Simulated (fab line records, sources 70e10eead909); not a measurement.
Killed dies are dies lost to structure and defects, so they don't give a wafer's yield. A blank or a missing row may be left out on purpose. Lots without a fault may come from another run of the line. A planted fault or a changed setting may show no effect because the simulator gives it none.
Chamber matching | flow nand_harc | NHARC_A_BLC_STRIP_29 on rie_diel-04: 4 sister chambers
The step strips in CF4. 4 wafers are shown with their chamber, then 7 later ones without.

WAFERS WITH THEIR CHAMBER
wafer  | chamber | showerhead_plenum_p_Torr (Torr)
L087.2 | 0       | 1.69
L087.3 | 3       | 1.85
L087.4 | 1       | 1.90
L087.5 | 2       | 1.79

WAFERS WITHOUT THEIR CHAMBER
wafer  | showerhead_plenum_p_Torr (Torr)
L087.6 | 1.85
L090.2 | 1.79
L090.5 | 1.69
L090.6 | 1.89
L092.1 | 1.68
L092.4 | 1.89
L092.6 | 1.84

WHICH CHAMBER EACH WENT THROUGH
wafer  | from the rows above | in truth
L087.6 | 3                   | 3
L090.2 | 2                   | 2
L090.5 | 0                   | 0
L090.6 | 1                   | 1
L092.1 | 0                   | 0
L092.4 | 1                   | 1
L092.6 | 3                   | 3
Placed correctly: 7 of 7. Can't be placed from these rows: 0. Placed wrongly: 0.
How it was worked out, from the rows above alone: a wafer's distance from a chamber is the root of the sum, over the readings, of the square of ((its reading less the chamber's mean) divided by the reading's scatter). The wafer belongs to the nearest chamber; if the next one is less than 2 further off, it can't be placed. A chamber's mean is the mean of its shown wafers. The scatter: with one shown wafer a chamber, the root of the mean of the squares of how far each hidden wafer lies from its nearest shown one.
